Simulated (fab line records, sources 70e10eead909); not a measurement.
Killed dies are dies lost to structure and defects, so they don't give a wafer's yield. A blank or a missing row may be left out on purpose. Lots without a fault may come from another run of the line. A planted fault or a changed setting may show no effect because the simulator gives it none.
fab line records | flow nand_harc | part 1 of 2: steps 1 to 23 of 30
record lots=5 wafers=15 last_day=33
route steps=1302 shown A_STAIRCASE@684
lots that met no fault: from a run of the same line without faults
start_h: hours from the record's first day to the start of the lot's first wafer shown | wait_h: hours since the lot's step before | " the same as in the row above | L1.1+2: a row that stands for several wafers | - no value, or no start given | * or withheld: withheld | < > ~ a bound
route shown NAME@n: a module of which the file shows steps, and the number in the route of the first | usual: mean/standard deviation of fault-free wafers | same: alike in all rows | chamber/n: place in a boat | sites: the reading at each site | _std_site: their standard deviation | _edge_site: outer sites' mean less inner sites' | radius_mm: how far each site lies from the wafer's centre | mask NAME#n: copy n | behind: the tool/chamber that last shaped the wafer | hold: why the lot was held/for how many hours/how that ended | device: the transistor (n, p or np) that didn't switch | end of line: the same wafers' tests at the end of the route | a step without rows: its recipe alone | killed: dies lost to structure and defects at the first sort, not the wafer's yield | map: a wafer's dies, x killed, . not, _ none there
set.NAME: the setting as run; set.NAME@STEP: as run at that earlier step | model.NAME: the simulator's own value behind a step, which no gauge read
lots at some steps of the route; a table a step, a row a wafer
services: from which hour (start_h, from the record's first day; less than 0 if before it) a tool's chamber was out of use, for how many hours, and why
## steps
# step NHARC_A_STAIRCASE_ETCH_27
# recipe target_depth_a=1000 time_s=40.5 ion_energy_ev=400 c4f8_flow_sccm=20 o2_flow_sccm=10 ar_flow_sccm=withheld rf_w=600 bias_w=1000 chemistry=C4F8/O2
# usual oes_product_au=0.945/0.0089 rf_vpp_V=896/5.6
# columns lot.wafer tool chamber start_h wait_h oes_product_au rf_hours_counter_h rf_vpp_V
L076.3 rie_diel-08 3 - - 0.947 4 896
L076.2 " 0 " " 0.939 3 890
L076.6 " 3 " " 0.943 - 897
L085.1 rie_diel-09 0 - - 0.939 48 892
L085.3 " 1 " " 0.935 47 895
L085.5 " 3 " " 0.958 - 900
L089.4 rie_diel-09 2 - - 0.947 0 899
L089.3 " 3 " " 0.958 0 900
L089.5 " 1 " " 0.949 - 896
L087.4 rie_diel-08 2 - - 0.950 38 890
L087.3 " 3 " " 0.943 42 894
L087.2 " 1 " " 0.955 45 904
L096.4 rie_diel-09 0 - - 0.949 29 890
L096.3 " 1 " " 0.948 29 898
L096.6 " 3 " " 0.942 - 900
# step NHARC_A_STAIRCASE_STRIP_175
# recipe power_w=1500 temp_c=250 chemistry=O2
# usual drypump_motor_current_A=5.8/0.33 heater_power_w=351/39
# columns lot.wafer tool chamber start_h wait_h drypump_motor_current_A heater_power_w rf_hours_counter_h
L076.2 plasma_asher-02 0 393.56 0.1 5.7 368 27
L076.3 " 1 " " 5.8 422 -
L076.6 " 1 " " 5.8 402 -
L085.1 plasma_asher-01 1 466.56 0.1 6.4 301 23
L085.3 " 1 " " 6.3 296 -
L085.5 " 0 " " 5.4 336 -
L089.4 plasma_asher-02 0 507.91 0.2 5.7 338 -
L089.3 " 1 " " 5.8 405 -
L089.5 " 1 " " 5.8 404 -
L087.2 plasma_asher-01 0 508.57 0.2 5.4 337 30
L087.3 " 1 " " 6.3 300 -
L087.4 " 0 " " 5.4 345 -
L096.4 plasma_asher-02 1 586.76 0.2 5.8 409 -
L096.3 " 0 " " 5.7 331 -
L096.6 " 1 " " 5.8 408 -
# step NHARC_A_STAIRCASE_STRIP_148
# recipe time_s=900 temp_c=130 chemistry=SPM
# columns lot.wafer tool chamber start_h wait_h
L076.6+3+2 wet_bench-02 6,1,2 393.90 0.1
L085.5+1+3 wet_bench-02 5,7,0 466.92 0.1
L089.4+5+3 wet_bench-05 4,5,6 508.17 0.2
L087.4+3+2 wet_bench-09 7,1,4 508.86 0.2
L096.6+3+4 wet_bench-05 3,5,6 587.03 0.1
# step NHARC_A_STAIRCASE_PRECLEAN_149
# recipe time_s=* temp_c=50 bath_age_min=0 chemistry=SC1
# columns lot.wafer tool chamber start_h wait_h
L076.6+3+2 wet_bench-02 6,1,2 - -
L085.5+1+3 wet_bench-02 5,7,0 - -
L089.4+5+3 wet_bench-05 4,5,6 - -
L087.4+3+2 wet_bench-09 7,1,4 - -
L096.6+3+4 wet_bench-05 3,5,6 - -
# step NHARC_A_STAIRCASE_SRD_150
# columns lot.wafer tool chamber start_h wait_h
L076.6+3+2 wet_bench-02 6,1,2 - -
L085.5+1+3 wet_bench-02 5,7,0 - -
L089.4+5+3 wet_bench-05 4,5,6 - -
L087.4+3+2 wet_bench-09 7,1,4 - -
L096.6+3+4 wet_bench-05 3,5,6 - -
# step NHARC_A_STAIRCASE_DEHYDRATE_176
# recipe temp_c=150 time_s=120
# columns lot.wafer tool chamber start_h wait_h
L076.2+3+6 litho_track-05 0 394.36 -
L085.1+3+5 litho_track-02 0 467.37 -
L089.3+4+5 litho_track-02 0 508.62 -
L087.2+3+4 litho_track-02 0 509.32 -
L096.3+4+6 litho_track-07 0 587.57 -
# step NHARC_A_STAIRCASE_HMDS_177
# recipe time_s=30
# columns lot.wafer tool chamber start_h wait_h
L076.2+3+6 litho_track-05 0 - -
L085.1+3+5 litho_track-02 0 - -
L089.3+4+5 litho_track-02 0 - -
L087.2+3+4 litho_track-02 0 - -
L096.3+4+6 litho_track-07 0 - -
# step NHARC_A_STAIRCASE_COAT_178
# recipe spin_rpm=1200
# columns lot.wafer tool chamber start_h wait_h
L076.2+3+6 litho_track-05 0 - -
L085.1+3+5 litho_track-02 0 - -
L089.3+4+5 litho_track-02 0 - -
L087.2+3+4 litho_track-02 0 - -
L096.3+4+6 litho_track-07 0 - -
# step NHARC_A_STAIRCASE_SOFTBAKE_179
# recipe temp_c=135 time_s=170
# columns lot.wafer tool chamber start_h wait_h
L076.2+3+6 litho_track-05 0 - -
L085.1+3+5 litho_track-02 0 - -
L089.3+4+5 litho_track-02 0 - -
L087.2+3+4 litho_track-02 0 - -
L096.3+4+6 litho_track-07 0 - -
# step NHARC_A_STAIRCASE_EBR_180
# columns lot.wafer tool chamber start_h wait_h
L076.2+3+6 litho_track-05 0 - -
L085.1+3+5 litho_track-02 0 - -
L089.3+4+5 litho_track-02 0 - -
L087.2+3+4 litho_track-02 0 - -
L096.3+4+6 litho_track-07 0 - -
# step NHARC_A_STAIRCASE_EXPOSE_181
# recipe na=0.5 dose_mj=27.87 mask_id=STAIR_2
# usual exposure_dose_mJ_cm2=27.870/0.027 stage_vel_mm_s=500.04/0.23
# columns lot.wafer tool chamber start_h wait_h mask exposure_dose_mJ_cm2 stage_vel_mm_s
L076.2 krf_scanner-04 0 394.57 - STAIR_2#0 27.858 499.90
L076.3 " 0 " " STAIR_2#0 27.842 500.12
L076.6 " 0 " " STAIR_2#0 27.892 499.89
L085.1 krf_scanner-01 0 467.57 - STAIR_2#0 27.888 500.34
L085.3 " 0 " " STAIR_2#0 27.888 500.17
L085.5 " 0 " " STAIR_2#0 27.868 500.12
L089.3 krf_scanner-02 0 508.96 - STAIR_2#0 27.864 499.92
L089.4 " 0 " " STAIR_2#0 27.896 500.11
L089.5 " 0 " " STAIR_2#0 27.869 500.11
L087.2 krf_scanner-02 0 509.66 - STAIR_2#0 27.871 499.79
L087.3 " 0 " " STAIR_2#0 27.900 499.93
L087.4 " 0 " " STAIR_2#0 27.837 499.87
L096.3 krf_scanner-02 0 587.79 - STAIR_2#0 27.877 500.26
L096.4 " 0 " " STAIR_2#0 27.843 499.84
L096.6 " 0 " " STAIR_2#0 27.868 500.33
# step NHARC_A_STAIRCASE_PEB_182
# recipe peb_temp_c=115 peb_time_s=130
# columns lot.wafer tool chamber start_h wait_h
L076.2+3+6 litho_track-02 0 394.63 0.1
L085.1+3+5 litho_track-05 0 467.64 0.1
L089.3+4+5 litho_track-05 0 509.02 0.1
L087.2+3+4 litho_track-07 0 509.72 0.1
L096.3+4+6 litho_track-02 0 587.84 0.0
# step NHARC_A_STAIRCASE_DEVELOP_183
# recipe time_s=140
# columns lot.wafer tool chamber start_h wait_h
L076.2+3+6 litho_track-02 0 - -
L085.1+3+5 litho_track-05 0 - -
L089.3+4+5 litho_track-05 0 - -
L087.2+3+4 litho_track-07 0 - -
L096.3+4+6 litho_track-02 0 - -
# step NHARC_A_STAIRCASE_HARDBAKE_185
# recipe temp_c=120 time_s=140
# columns lot.wafer tool chamber start_h wait_h
L076.2+3+6 litho_track-07 0 394.87 -
L085.1+3+5 litho_track-02 0 467.86 -
L089.3+4+5 litho_track-05 0 509.24 -
L087.2+3+4 litho_track-05 0 509.95 -
L096.3+4+6 litho_track-07 0 588.07 -
# step NHARC_A_STAIRCASE_DESCUM_186
# recipe time_s=3 o2_flow_sccm=200 ar_flow_sccm=0 bias_power_w=0 chemistry=O2
# usual drypump_motor_current_A=5.6/0.49 oes_product_au=1.001/0.0079 rf_vpp_V=57.9/0.86 showerhead_plenum_p_Torr=1.93/0.076 throttle_valve_pct=11.311/0.0091
# columns lot.wafer tool chamber start_h wait_h drypump_motor_current_A oes_product_au rf_hours_counter_h rf_vpp_V showerhead_plenum_p_Torr throttle_valve_pct
L076.3 rie_diel-04 2 394.96 - 5.5 1.003 10 57.7 1.89 11.318
L076.2 " 0 " " 5.7 1.000 8 58.7 1.86 11.316
L076.6 " 3 " " 5.9 0.998 - 58.3 2.07 11.330
L085.1 rie_diel-09 1 467.95 - 5.6 1.002 47 58.8 1.92 11.313
L085.3 " 2 " " 4.9 1.011 46 58.0 1.94 11.315
L085.5 " 2 " " 4.9 1.006 - 57.6 1.94 11.318
L089.4 rie_diel-04 2 509.33 - 5.6 1.004 43 55.8 1.88 11.327
L089.3 " 0 " " 5.7 1.001 42 58.1 1.85 11.318
L089.5 " 1 " " 4.8 0.998 - 58.5 2.04 11.315
L087.3 rie_diel-09 0 510.04 - 5.8 0.997 1 57.2 1.84 11.311
L087.2 " 2 " " 4.9 0.997 1 58.6 1.94 11.316
L087.4 " 3 " " 6.4 0.991 0 56.5 1.98 11.303
L096.4 rie_diel-04 0 588.16 - 5.7 1.015 21 57.9 1.84 11.304
L096.3 " 2 " " 5.5 1.015 14 57.4 1.87 11.307
L096.6 " 3 " " 5.9 1.011 - 58.1 2.05 11.298
# step NHARC_A_STAIRCASE_TRIM_187
# recipe time_s=211.2 o2_flow_sccm=500 ar_flow_sccm=0 bias_w=0 chemistry=O2
# usual drypump_motor_current_A=5.6/0.5 oes_product_au=1.001/0.0075 rf_vpp_V=57.8/0.81 showerhead_plenum_p_Torr=3.55/0.13 throttle_valve_pct=17.037/0.0095
# columns lot.wafer tool chamber start_h wait_h drypump_motor_current_A oes_product_au rf_hours_counter_h rf_vpp_V showerhead_plenum_p_Torr throttle_valve_pct
L076.3 rie_diel-04 2 395.05 0.1 5.6 1.006 10 59.1 3.48 17.042
L076.2 " 0 " " 5.7 1.014 8 58.4 3.43 17.038
L076.6 " 2 " " 5.6 1.003 - 57.8 3.48 17.044
L085.1 rie_diel-09 0 468.05 0.1 5.8 0.992 48 57.2 3.41 17.037
L085.3 " 1 " " 5.6 1.000 47 57.4 3.53 17.040
L085.5 " 3 " " 6.4 1.005 - 57.3 3.64 17.032
L089.4 rie_diel-04 3 509.41 0.1 5.9 0.995 44 59.6 3.78 17.055
L089.3 " 2 " " 5.6 0.985 43 57.8 3.46 17.032
L089.5 " 0 " " 5.7 1.007 - 57.6 3.42 17.033
L087.3 rie_diel-09 0 510.13 0.1 5.8 1.000 1 56.2 3.40 17.037
L087.2 " 1 " " 5.6 0.992 1 58.0 3.53 17.039
L087.4 " 2 " " 4.9 0.990 1 57.1 3.57 17.043
L096.3 rie_diel-04 0 588.24 0.1 5.7 1.010 21 57.7 3.40 17.047
L096.4 " 3 " " 5.9 1.006 17 57.8 3.77 17.033
L096.6 " 1 " " 4.9 1.000 - 58.8 3.73 17.038
# step NHARC_A_STAIRCASE_ETCH_188
# recipe target_depth_a=1000 time_s=40.5 ion_energy_ev=400 c4f8_flow_sccm=20 o2_flow_sccm=10 ar_flow_sccm=withheld rf_w=600 bias_w=1000 chemistry=C4F8/O2
# usual oes_product_au=0.942/0.013 rf_vpp_V=897/4.7
# columns lot.wafer tool chamber start_h wait_h oes_product_au rf_hours_counter_h rf_vpp_V
L076.2 rie_diel-04 0 - - 0.971 8 892
L076.3 " 1 " " 0.971 8 906
L076.6 " 2 " " 0.946 - 895
L085.1 rie_diel-09 2 - - 0.938 46 898
L085.3 " 3 " " 0.941 40 901
L085.5 " 2 " " 0.929 - 897
L089.3 rie_diel-04 1 - - 0.944 41 903
L089.4 " 3 " " 0.947 44 906
L089.5 " 2 " " 0.953 - 893
L087.3 rie_diel-09 2 - - 0.957 1 896
L087.2 " 0 " " 0.938 1 892
L087.4 " 1 " " 0.938 1 897
L096.3 rie_diel-04 0 - - 0.949 21 891
L096.4 " 1 " " 0.946 19 903
L096.6 " 3 " " 0.951 - 904
# step NHARC_A_STAIRCASE_TRIM_189
# recipe time_s=211.2 o2_flow_sccm=500 ar_flow_sccm=0 bias_w=0 chemistry=O2
# usual drypump_motor_current_A=5.6/0.5 oes_product_au=1.001/0.0072 rf_vpp_V=57.7/0.95 showerhead_plenum_p_Torr=3.55/0.13 throttle_valve_pct=17.037/0.0092
# columns lot.wafer tool chamber start_h wait_h drypump_motor_current_A oes_product_au rf_hours_counter_h rf_vpp_V showerhead_plenum_p_Torr throttle_valve_pct
L076.2 rie_diel-04 1 - - 4.8 0.992 8 60.2 3.77 17.022
L076.3 " 3 " " 5.9 0.991 10 57.5 3.80 17.034
L076.6 " 2 " " 5.6 1.003 - 57.9 3.48 17.047
L085.1 rie_diel-09 0 - - 5.8 1.003 48 57.8 3.41 17.032
L085.3 " 1 " " 5.5 1.002 47 57.9 3.53 17.016
L085.5 " 3 " " 6.5 1.014 - 59.3 3.64 17.033
L089.3 rie_diel-04 2 - - 5.5 1.009 43 58.6 3.46 17.040
L089.4 " 1 " " 4.9 1.003 41 59.7 3.75 17.048
L089.5 " 2 " " 5.6 1.002 - 57.8 3.46 17.038
L087.4 rie_diel-09 1 - - 5.6 0.997 1 58.5 3.53 17.053
L087.2 " 2 " " 4.9 1.008 1 58.3 3.57 17.051
L087.3 " 0 " " 5.8 0.993 1 57.5 3.40 17.037
L096.4 rie_diel-04 1 - - 4.9 0.998 19 59.2 3.73 17.037
L096.3 " 3 " " 5.9 1.013 17 58.2 3.77 17.035
L096.6 " 0 " " 5.7 1.023 - 58.3 3.40 17.045
# step NHARC_A_STAIRCASE_ETCH_190
# recipe target_depth_a=1000 time_s=40.5 ion_energy_ev=400 c4f8_flow_sccm=20 o2_flow_sccm=10 ar_flow_sccm=withheld rf_w=600 bias_w=1000 chemistry=C4F8/O2
# usual oes_product_au=0.944/0.01 rf_vpp_V=897/4.9
# columns lot.wafer tool chamber start_h wait_h oes_product_au rf_hours_counter_h rf_vpp_V
L076.3 rie_diel-04 0 - - 0.965 8 891
L076.2 " 3 " " 0.968 10 906
L076.6 " 0 " " 0.960 - 893
L085.1 rie_diel-09 2 - - 0.944 46 898
L085.3 " 0 " " 0.944 48 891
L085.5 " 1 " " 0.950 - 896
L089.4 rie_diel-04 2 - - 0.937 43 893
L089.3 " 3 " " 0.946 44 904
L089.5 " 3 " " 0.926 - 906
L087.4 rie_diel-09 1 - - 0.944 1 895
L087.3 " 2 " " 0.953 1 897
L087.2 " 3 " " 0.947 1 901
L096.3 rie_diel-04 0 - - 0.945 21 890
L096.4 " 3 " " 0.959 17 906
L096.6 " 0 " " 0.949 - 891
# step NHARC_A_STAIRCASE_TRIM_191
# recipe time_s=211.2 o2_flow_sccm=500 ar_flow_sccm=0 bias_w=0 chemistry=O2
# usual drypump_motor_current_A=5.6/0.5 oes_product_au=1.000/0.007 rf_vpp_V=57.8/0.84 showerhead_plenum_p_Torr=3.56/0.13 throttle_valve_pct=17.036/0.0088
# columns lot.wafer tool chamber start_h wait_h drypump_motor_current_A oes_product_au rf_hours_counter_h rf_vpp_V showerhead_plenum_p_Torr throttle_valve_pct
L076.3 rie_diel-04 0 - - 5.7 1.003 9 57.9 3.43 17.027
L076.2 " 1 " " 4.9 1.010 8 57.3 3.77 17.028
L076.6 " 3 " " 5.9 0.994 - 58.3 3.80 17.030
L085.1 rie_diel-09 3 - - 6.5 1.008 40 58.0 3.64 17.027
L085.3 " 2 " " 4.9 0.997 46 58.5 3.58 17.043
L085.5 " 0 " " 5.8 0.997 - 57.5 3.41 17.052
L089.4 rie_diel-04 1 - - 4.9 0.999 41 58.0 3.75 17.018
L089.3 " 2 " " 5.6 0.990 43 59.2 3.46 17.021
L089.5 " 1 " " 4.9 0.991 - 57.8 3.75 17.031
L087.2 rie_diel-09 3 - - 6.5 1.008 1 58.7 3.63 17.044
L087.4 " 0 " " 5.8 0.997 1 56.5 3.40 17.035
L087.3 " 2 " " 4.9 0.989 1 56.6 3.57 17.048
L096.4 rie_diel-04 0 - - 5.7 1.007 21 56.5 3.40 17.035
L096.3 " 1 " " 4.8 0.986 19 58.1 3.73 17.020
L096.6 " 0 " " 5.7 0.997 - 57.5 3.40 17.031
# step NHARC_A_STAIRCASE_ETCH_192
# recipe target_depth_a=1000 time_s=40.5 ion_energy_ev=400 c4f8_flow_sccm=20 o2_flow_sccm=10 ar_flow_sccm=withheld rf_w=600 bias_w=1000 chemistry=C4F8/O2
# usual oes_product_au=0.945/0.0088 rf_vpp_V=897/4.8
# columns lot.wafer tool chamber start_h wait_h oes_product_au rf_hours_counter_h rf_vpp_V
L076.2 rie_diel-04 1 - - 0.950 8 903
L076.3 " 0 " " 0.960 9 893
L076.6 " 1 " " 0.944 - 904
L085.1 rie_diel-09 0 - - 0.930 49 891
L085.3 " 1 " " 0.946 47 897
L085.5 " 0 " " 0.935 - 892
L089.4 rie_diel-04 0 - - 0.940 42 891
L089.3 " 1 " " 0.936 41 902
L089.5 " 0 " " 0.938 - 893
L087.2 rie_diel-09 1 - - 0.947 1 895
L087.4 " 3 " " 0.942 1 901
L087.3 " 0 " " 0.922 1 892
L096.4 rie_diel-04 0 - - 0.951 21 892
L096.3 " 2 " " 0.948 15 894
L096.6 " 1 " " 0.953 - 903
# step NHARC_A_STAIRCASE_TRIM_193
# recipe time_s=211.2 o2_flow_sccm=500 ar_flow_sccm=0 bias_w=0 chemistry=O2
# usual drypump_motor_current_A=5.6/0.49 oes_product_au=1.000/0.0065 rf_vpp_V=57.9/0.84 showerhead_plenum_p_Torr=3.55/0.13 throttle_valve_pct=17.036/0.0096
# columns lot.wafer tool chamber start_h wait_h drypump_motor_current_A oes_product_au rf_hours_counter_h rf_vpp_V showerhead_plenum_p_Torr throttle_valve_pct
L076.3 rie_diel-04 0 - - 5.7 1.006 9 57.6 3.43 17.024
L076.2 " 2 " " 5.6 0.997 10 57.3 3.48 17.045
L076.6 " 0 " " 5.7 1.008 - 57.8 3.43 17.023
L085.3 rie_diel-09 3 - - 6.5 1.005 40 57.9 3.64 17.025
L085.1 " 1 " " 5.6 1.003 47 57.6 3.53 17.038
L085.5 " 3 " " 6.5 1.007 - 57.9 3.64 17.039
L089.4 rie_diel-04 0 - - 5.7 1.003 42 58.1 3.42 17.033
L089.3 " 3 " " 5.9 0.987 44 58.3 3.78 17.040
L089.5 " 1 " " 4.9 0.999 - 57.6 3.75 17.030
L087.2 rie_diel-09 1 - - 5.6 0.998 1 58.6 3.53 17.035
L087.4 " 2 " " 4.9 1.000 1 58.7 3.57 17.036
L087.3 " 3 " " 6.5 1.009 1 58.3 3.63 17.031
L096.3 rie_diel-04 2 - - 5.6 0.999 15 58.1 3.45 17.056
L096.4 " 3 " " 5.9 1.002 17 58.9 3.77 17.030
L096.6 " 1 " " 4.9 0.995 - 57.3 3.73 17.044
# step NHARC_A_STAIRCASE_ETCH_194
# recipe target_depth_a=1000 time_s=40.5 ion_energy_ev=400 c4f8_flow_sccm=20 o2_flow_sccm=10 ar_flow_sccm=withheld rf_w=600 bias_w=1000 chemistry=C4F8/O2
# usual oes_product_au=0.945/0.0077 rf_vpp_V=897/4.9
# columns lot.wafer tool chamber start_h wait_h oes_product_au rf_hours_counter_h rf_vpp_V
L076.2 rie_diel-04 0 - - 0.952 9 893
L076.3 " 2 " " 0.945 10 895
L076.6 " 0 " " 0.943 - 893
L085.1 rie_diel-09 0 - - 0.955 49 892
L085.3 " 1 " " 0.949 47 897
L085.5 " 3 " " 0.939 - 898
L089.4 rie_diel-04 1 - - 0.943 41 904
L089.3 " 3 " " 0.947 44 904
L089.5 " 1 " " 0.927 - 905
L087.4 rie_diel-09 0 - - 0.948 1 891
L087.2 " 1 " " 0.943 1 897
L087.3 " 2 " " 0.954 1 899
L096.4 rie_diel-04 1 - - 0.936 19 903
L096.3 " 0 " " 0.953 21 891
L096.6 " 1 " " 0.931 - 904
